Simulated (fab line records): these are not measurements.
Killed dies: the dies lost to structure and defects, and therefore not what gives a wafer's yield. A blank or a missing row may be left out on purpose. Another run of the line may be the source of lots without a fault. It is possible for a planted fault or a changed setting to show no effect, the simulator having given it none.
Matching of chambers ; flow nand_harc ; rie_diel-12 running NHARC_P_BONDPAD_ETCH_37: 4 sister chambers
The step etches the open film in N2/H2, target depth 60 nm, overetch 18 nm, time 65.91 s. 30 wafers are shown with their chamber, then 12 later ones without.

== WAFERS, EACH WITH ITS CHAMBER ==
wafer;chamber;showerhead_plenum_p_Torr (Torr);drypump_motor_current_A (A);rf_vpp_V (V)
L076.3;2;2.05;5.1;430.3
L076.4;1;1.94;5.2;428.3
L076.6;0;1.97;5.7;428.9
L080.3;2;2.04;5.1;430.7
L080.4;1;1.94;5.2;426.7
L080.5;0;1.97;5.7;429.0
L082.1;0;1.97;5.7;427.6
L082.2;3;2.11;6.0;433.5
L082.3;2;2.04;5.2;430.7
L082.4;3;2.11;6.0;432.5
L082.5;0;1.97;5.7;428.2
L082.6;2;2.04;5.2;430.1
L083.1;2;2.04;5.2;430.5
L083.2;0;1.97;5.7;428.6
L083.6;0;1.97;5.7;428.2
L084.2;1;1.94;5.2;429.1
L084.3;3;2.11;6.1;430.8
L084.4;0;1.97;5.7;428.9
L084.1;2;2.04;5.2;431.3
L084.5;3;2.11;6.1;432.5
L084.6;0;1.97;5.7;429.2
L089.2;1;1.94;5.2;427.8
L089.3;2;2.04;5.2;432.0
L089.5;0;1.97;5.7;427.4
L090.1;3;2.11;6.1;432.5
L090.2;1;1.94;5.2;427.9
L090.3;2;2.04;5.2;431.7
L090.4;0;1.97;5.7;427.5
L090.5;3;2.11;6.0;430.8
L090.6;2;2.04;5.1;430.0

SIGNATURES, as means of the wafers listed above
reading;chamber 0;chamber 1;chamber 2;chamber 3;scatter within a chamber
showerhead_plenum_p_Torr;1.9700;1.9400;2.0411;2.1100;0.00185
drypump_motor_current_A;5.700;5.200;5.167;6.050;0.0367
rf_vpp_V;428.350;427.960;430.811;432.100;0.806
Rule: a wafer lies at a distance from a chamber equal to the root of the sum of squares, over the readings, of (its reading less the chamber's mean, divided by the reading's scatter). If the next closest chamber is less than 2 further off than the closest, the wafer can't be placed; otherwise it belongs to the closest. The scatter: the root of (the sum of the squares of (reading less its chamber's mean) over the shown wafers, divided by (wafers less chambers)).

== WAFERS WHOSE CHAMBER IS MISSING ==
wafer;showerhead_plenum_p_Torr (Torr);drypump_motor_current_A (A);rf_vpp_V (V)
L091.2;1.97;5.8;429.1
L091.5;2.11;6.1;433.3
L091.6;1.97;5.7;428.7
L093.2;1.94;5.2;427.7
L093.4;1.97;5.7;428.4
L093.5;2.04;5.2;431.2
L095.1;1.97;5.7;428.6
L095.2;2.11;6.1;431.8
L095.4;1.94;5.2;427.0
L095.3;2.04;5.2;431.4
L095.5;2.10;6.1;433.0
L095.6;1.97;5.7;428.7

== WHICH CHAMBER EACH WENT THROUGH ==
wafer;from the rows above;in truth
L091.2;0;0
L091.5;3;3
L091.6;0;0
L093.2;1;1
L093.4;0;0
L093.5;2;2
L095.1;0;0
L095.2;3;3
L095.4;1;1
L095.3;2;2
L095.5;3;3
L095.6;0;0
Correct placement for 12 of the 12. From these rows, 0 cannot be placed. Placed wrongly: 0.
